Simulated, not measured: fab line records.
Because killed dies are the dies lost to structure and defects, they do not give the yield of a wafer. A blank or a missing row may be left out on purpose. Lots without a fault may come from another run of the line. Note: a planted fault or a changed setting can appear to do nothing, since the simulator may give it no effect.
A single fault, viewed from 2 desks :: flow nand-harc :: each desk has only its own numbers; what lay behind them comes last

## FROM THE METROLOGY DESK
Lot by lot, what the gauges showed, no matter which tool ran the lot: averages of those sampled wafers that carry a number. Any lot whose mean is over 4 standard deviations away from the usual mean is out of limits and marked OUT; that distance is given in the brackets.
Columns: A = thk-nm at NHARC_A_SOURCE_PLATE_THK_MEAS_06, usual 200.0 nm; B = thk-nm at NHARC_A_ONON_D1_THK_MEAS_11, usual 999 nm
lot: L954
first seen here: day 8 02:52
A: 200.6
B: 1013

lot: L955
first seen here: day 8 02:52
A: 200.3
B: 997

lot: L957
first seen here: day 8 12:55
A: 199.1
B: 1015

lot: L958
first seen here: day 8 18:31
A: 198.8
B: 1002

lot: L959
first seen here: day 8 18:31
A: 202.8
B: 1003

lot: L961
first seen here: day 9 11:32
A: 200.9
B: 1507 (+46) OUT

lot: L964
first seen here: day 10 04:28
A: 200.4
B: 1518 (+47) OUT

lot: L968
first seen here: day 11 07:39
A: 198.9
B: 1011

lot: L970
first seen here: day 11 17:28
A: 199.1
B: 980

lot: L971
first seen here: day 11 17:28
A: 203.0
B: 1000

lot: L972
first seen here: day 12 07:38
A: 198.5
B: 995

lot: L973
first seen here: day 12 07:38
A: 202.0
B: 1009

lot: L974
first seen here: day 12 12:35
A: 200.9
B: 1001

lot: L975
first seen here: day 13 01:21
A: 199.8
B: 987
This desk's finding: out of limits on L961, L964; first on L961, day 9 13:53 (thk-nm at NHARC_A_ONON_D1_THK_MEAS_11). In limits: L954, L955, L957, L958, L959, L968, L970, L971, L972, L973, L974, L975.

## THE TOOL OWNER'S DESK: pecvd-onon-02
The tool's own readings at NHARC_A_ONON_D1_DEP_09 (target thk 1000 nm): means of the sampled wafers that have a number, for each lot that ran on this tool. Any lot whose mean is over 4 standard deviations away from the usual mean is out of limits and marked OUT; that distance is given in the brackets.
Columns: A = nh3-flow-sccm at NHARC_A_ONON_D1_DEP_09, usual 499.8 sccm
lot: L954
first seen here: day 8 04:48
A: 500.8

lot: L957
first seen here: day 8 14:46
A: 497.7

lot: L959
first seen here: day 8 20:22
A: 501.3

lot: L961
first seen here: day 9 13:29
A: 498.7

lot: L964
first seen here: day 10 06:23
A: 498.2

lot: L975
first seen here: day 13 03:11
A: 498.9
This desk's finding: nothing out of limits on any of the 6 lots.

## BROUGHT TOGETHER
An alarm was possible from the metrology desk at day 9 13:53, on L961, L964.
The tool owner's desk saw nothing out of limits.
Tool owner's desk: L961, L964 on record, inside its limits.
Of the lots named, all ran NHARC_A_ONON_D1_DEP_09 on pecvd-onon-02.

## WHAT WAS PUT IN BY THE SIMULATOR
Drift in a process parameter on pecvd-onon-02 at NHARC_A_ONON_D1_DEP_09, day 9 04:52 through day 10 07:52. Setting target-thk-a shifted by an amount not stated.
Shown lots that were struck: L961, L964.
Delay in hours, fault start to first out-of-limits reading, per desk: metrology desk 9.
